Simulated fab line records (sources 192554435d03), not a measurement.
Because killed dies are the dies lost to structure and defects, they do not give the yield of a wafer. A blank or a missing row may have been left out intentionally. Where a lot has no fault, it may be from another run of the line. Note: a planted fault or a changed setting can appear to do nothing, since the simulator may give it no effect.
One fault seen from 2 desks -- flow n5Finfet -- each desk holds nothing but its own numbers, with what lay behind them at the end

## AT THE TOOL OWNER'S DESK: rieDiel-03
The tool's own readings at N5_BEOL_M0_SAQP_ETCH_101 (etches SiNx in CH3F/O2, target depth 29.9 nm, time 42.7 s): means of the sampled wafers that have a number, for each lot that ran on this tool. The brackets show how far a lot's mean lies from the usual mean; more than 4 standard deviations puts the lot out of limits, marked OUT.
Columns: A = drypumpMotorCurrentA at N5_BEOL_M0_SAQP_ETCH_101, usual 5.5 A; B = oesProductAu at N5_BEOL_M0_SAQP_ETCH_101, usual 0.83 a.u.; C = rfFwdPowerW at N5_BEOL_M0_SAQP_ETCH_101, usual 392.6 W; D = rfVppV at N5_BEOL_M0_SAQP_ETCH_101, usual 299 V; E = showerheadPlenumPTorr at N5_BEOL_M0_SAQP_ETCH_101, usual 1.99 Torr; F = throttleValvePct at N5_BEOL_M0_SAQP_ETCH_101, usual 16.36 %
lot,first seen here,A,B,C,D,E,F
L138,day 5 19:14,5.6,0.87,392.0,298,2.03,16.34
L139,day 6 00:56,5.2,0.85,392.5,296,2.05,16.33
L145,day 7 03:43,5.6,1.06,393.6,297,2.03,16.39
L155,day 9 18:49,5.4,0.86,392.1,294,2.04,16.35
L157,day 10 10:17,5.3,0.77,392.8,297,2.00,16.51
This desk's verdict: no lot among the 5 shows anything out of limits.

## FROM THE METROLOGY DESK
What the gauges read for every lot (on any tool): the sampled wafers with a number, averaged. The brackets show how far a lot's mean lies from the usual mean; more than 4 standard deviations puts the lot out of limits, marked OUT. 7 of its 10 readings are shown, namely those furthest out on some lot.
Columns: A = IOFF_N at N5_BEOL_M4_RC_MEAS_101, usual 0.17 nA/um; B = IOFF_P at N5_BEOL_M4_RC_MEAS_101, usual 0.22 nA/um; C = ION_N at N5_BEOL_M4_RC_MEAS_101, usual 671 uA/um; D = ION_P at N5_BEOL_M4_RC_MEAS_101, usual 461 uA/um; E = SS_P at N5_BEOL_M4_RC_MEAS_101, usual 73.5 mV/dec; F = VT_N at N5_BEOL_M4_RC_MEAS_101, usual 250 mV; G = VT_P at N5_BEOL_M4_RC_MEAS_101, usual -250 mV
lot,first seen here,A,B,C,D,E,F,G
L138,day 8 10:38,0.11,0.15,663,453,72.0,255,-257
L139,day 9 04:32,0.15,0.21,662,458,73.3,251,-250
L140,day 9 11:28,0.13,0.20,659,454,72.8,253,-252
L145,day 10 03:28,0.14,0.22,660,457,73.5,252,-247
L151,day 12 01:53,0.17,0.22,680,464,73.3,248,-250
L155,day 13 02:46,0.18,0.26,673,466,73.8,247,-247
L156,day 13 09:13,0.16,0.19,664,456,73.6,250,-252
L157,day 13 09:28,0.15,0.18,660,449,73.2,249,-252
L159,day 14 06:13,0.14,0.20,651,448,73.4,254,-252
This desk's verdict: no lot among the 9 shows anything out of limits.

## PUT TOGETHER
Nothing out of limits was seen by the tool owner's desk.
Metrology desk: nothing out of limits seen.

## WHAT THE SIMULATOR PUT IN
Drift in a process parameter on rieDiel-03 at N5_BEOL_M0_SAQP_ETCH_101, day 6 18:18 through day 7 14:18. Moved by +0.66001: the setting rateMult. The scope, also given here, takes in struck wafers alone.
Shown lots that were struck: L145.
